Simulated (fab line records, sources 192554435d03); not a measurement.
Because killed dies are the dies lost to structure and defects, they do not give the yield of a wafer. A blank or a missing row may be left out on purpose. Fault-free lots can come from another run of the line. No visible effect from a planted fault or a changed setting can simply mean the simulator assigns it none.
The tool behind it: which one? / flow n5Finfet / 33 wafers from 11 lots sampled at 3 of the route's 1938 steps

## WHAT THE GAUGES READ, wafer by wafer
N5_BEOL_M14_CD_MEAS_28 targets a cd of 284.4 nm.
lot=L795; measured=day 11 09:24; on=cdSem-01; cdNm (nm)=286.4 285.2 289.0
lot=L796; measured=day 11 11:52; on=cdSem-02; cdNm (nm)=283.2 286.5 285.4
lot=L798; measured=day 12 00:46; on=cdSem-02; cdNm (nm)=284.2 283.9 284.6
lot=L799; measured=day 12 03:50; on=cdSem-01; cdNm (nm)=284.8 283.8 282.2
lot=L803; measured=day 13 03:04; on=cdSem-01; cdNm (nm)=283.1 285.9 285.9
lot=L809; measured=day 14 10:27; on=cdSem-01; cdNm (nm)=282.4 280.0 280.4
lot=L812; measured=day 16 08:58; on=cdSem-02; cdNm (nm)=283.1 285.5 285.4
lot=L814; measured=day 16 19:50; on=cdSem-03; cdNm (nm)=285.8 283.4 284.2
lot=L817; measured=day 16 21:05; on=cdSem-01; cdNm (nm)=282.3 281.4 283.3
lot=L815; measured=day 16 21:41; on=cdSem-03; cdNm (nm)=283.8 286.6 286.1
lot=L816; measured=day 17 21:54; on=cdSem-03; cdNm (nm)=285.0 284.5 286.4

N5_BEOL_M14_INSPECT_30: inspects for defects (macro).
lot=L795; measured=day 11 09:28; on=defectInspect-02; rawDefectCount=3 1 1
lot=L796; measured=day 11 11:56; on=defectInspect-02; rawDefectCount=3 2 2
lot=L798; measured=day 12 00:49; on=defectInspect-02; rawDefectCount=1 0 1
lot=L799; measured=day 12 03:53; on=defectInspect-02; rawDefectCount=>300 >300 >300
lot=L803; measured=day 13 03:07; on=defectInspect-01; rawDefectCount=>300 >300 >300
lot=L809; measured=day 14 10:31; on=defectInspect-02; rawDefectCount=6 3 1
lot=L812; measured=day 16 09:01; on=defectInspect-01; rawDefectCount=1 2 2
lot=L814; measured=day 16 19:53; on=defectInspect-02; rawDefectCount=2 3 3
lot=L817; measured=day 16 21:08; on=defectInspect-02; rawDefectCount=3 3 1
lot=L815; measured=day 16 21:44; on=defectInspect-02; rawDefectCount=3 2 1
lot=L816; measured=day 17 21:57; on=defectInspect-02; rawDefectCount=2 3 1

## WHAT TOOL EACH LOT RAN ON (gives the tool, then ch and the chambers of the sampled wafers, and finally the start)
lot=L795; N5_BEOL_M14_STRIP_71=wetBench-01 ch 1,2,4, day 11 09:01
lot=L796; N5_BEOL_M14_STRIP_71=wetBench-02 ch 2,4,6, day 11 11:29
lot=L798; N5_BEOL_M14_STRIP_71=wetBench-05 ch 2,6,7, day 12 00:15
lot=L799; N5_BEOL_M14_STRIP_71=wetBench-02 ch 0,4,6, day 12 03:27
lot=L803; N5_BEOL_M14_STRIP_71=wetBench-02 ch 1,2,6, day 13 02:34
lot=L809; N5_BEOL_M14_STRIP_71=wetBench-05 ch 2,6,7, day 14 10:04
lot=L812; N5_BEOL_M14_STRIP_71=wetBench-05 ch 4,5,6, day 16 08:26
lot=L814; N5_BEOL_M14_STRIP_71=wetBench-05 ch 0,3,4, day 16 19:19
lot=L817; N5_BEOL_M14_STRIP_71=wetBench-02 ch 0,4,5, day 16 20:41
lot=L815; N5_BEOL_M14_STRIP_71=wetBench-05 ch 5,6,7, day 16 21:10
lot=L816; N5_BEOL_M14_STRIP_71=wetBench-01 ch 0,2,6, day 17 21:23
- N5_BEOL_M14_STRIP_71: strips in post etch residue remover, time 60 s.

## WHAT THE TOOLS THEMSELVES READ (means of the sampled wafers that have a number; where no wafer has one, the mark that the record gives instead)
The record holds no such reading with a usual standard deviation.

## THE ANSWER, worked out from the rows above alone
Rule: usual is defined by the lots themselves. The widest of any qualifying gaps counts: lots, ordered by their means at a reading, are off when they make up no more than a third of the lots, leave a main group of 4 or more, and stand apart from it by 3 or more times the standard deviation of that group's means. A main group whose means are all the same, to the digits that the tables above print for the reading, isn't used. Also off: a lot with no number at a reading for which 4 or more lots have one. Any other lot the step has rows for is counted as sound. The gauges are gone through in route order, then the tools' own readings, and for those a lot's mean is taken as printed above. The first step at which some lot is off is used, and at that step the reading that is off furthest; a lot without a number counts as furthest.
Off: L799, L803, at N5_BEOL_M14_INSPECT_30 (rawDefectCount). Without a number there: L799, L803. Mean 2.1 and standard deviation 0.7 in the main group.
A tool fits if, at a process step before that reading, it ran every lot that is off, and no sound lot after the first of them. Gauges at N5_BEOL_M14_INSPECT_30: tried the same way as those tools. None of those tried fits.

## WHAT HAD BEEN PUT IN BY THE SIMULATOR
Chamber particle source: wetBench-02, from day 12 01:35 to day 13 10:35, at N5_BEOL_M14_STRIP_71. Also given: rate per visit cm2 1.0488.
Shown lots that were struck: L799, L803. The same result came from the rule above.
